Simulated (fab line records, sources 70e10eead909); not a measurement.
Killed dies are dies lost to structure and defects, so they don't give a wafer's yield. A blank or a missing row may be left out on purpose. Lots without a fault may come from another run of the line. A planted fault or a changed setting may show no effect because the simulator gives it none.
Which tool did it? | flow nand_harc | 12 lots, 36 wafers sampled, at 1 step of a route of 1302

WHAT THE GAUGES READ, wafer by wafer
NHARC_A_ONON_D1_THK_MEAS_02: measures by ellipsometry.
lot  | measured     | on            | thk_nm (nm)
L281 | day 8 19:54  | film_metro-01 | 1002 1001 1002
L283 | day 9 18:38  | film_metro-01 | 997 998 998
L286 | day 10 17:12 | film_metro-02 | 1017 1018 1017
L287 | day 11 01:23 | film_metro-02 | 1006 1007 1006
L288 | day 11 12:10 | film_metro-01 | 1006 1005 1006
L291 | day 12 15:20 | film_metro-02 | 1000 1000 998
L293 | day 13 17:57 | film_metro-02 | 994 992 993
L294 | day 13 17:58 | film_metro-02 | 1006 1005 1005
L295 | day 14 20:53 | film_metro-01 | 1004 1004 1003
L298 | day 15 16:47 | film_metro-01 | 996 997 996
L301 | day 17 00:50 | film_metro-01 | 1020 1019 1023
L302 | day 17 15:19 | film_metro-02 | 990 991 992

WHICH TOOL RAN EACH LOT (tool, then ch and the chambers of the sampled wafers, then the start)
The record holds no process step before these readings.

WHAT THE TOOLS THEMSELVES READ (means of the sampled wafers that have a number; where no wafer has one, the mark that the record gives instead)
The record holds no such reading with a usual standard deviation.

THE ANSWER, worked out from the rows above alone
Rule: what is usual is taken from the lots themselves. Put in order of their means at a reading, lots are off if they are a third of the lots or fewer, leave a main group of 4 or more, and stand apart from it by a gap of 3 or more times the standard deviation of the main group's means; of several such gaps the widest counts. A main group whose means are all the same, to the digits that the tables above print for the reading, isn't used. A lot without any number at a reading at which 4 lots or more have one is off too. The other lots that the step has rows for count as sound. The gauges are gone through in route order, then the tools' own readings, and for those a lot's mean is taken as printed above. The first step at which some lot is off is used, and at that step the reading that is off furthest; a lot without a number counts as furthest.
No lot is off at any reading shown: from this, nothing can be told.

WHAT THE SIMULATOR HAD PUT IN
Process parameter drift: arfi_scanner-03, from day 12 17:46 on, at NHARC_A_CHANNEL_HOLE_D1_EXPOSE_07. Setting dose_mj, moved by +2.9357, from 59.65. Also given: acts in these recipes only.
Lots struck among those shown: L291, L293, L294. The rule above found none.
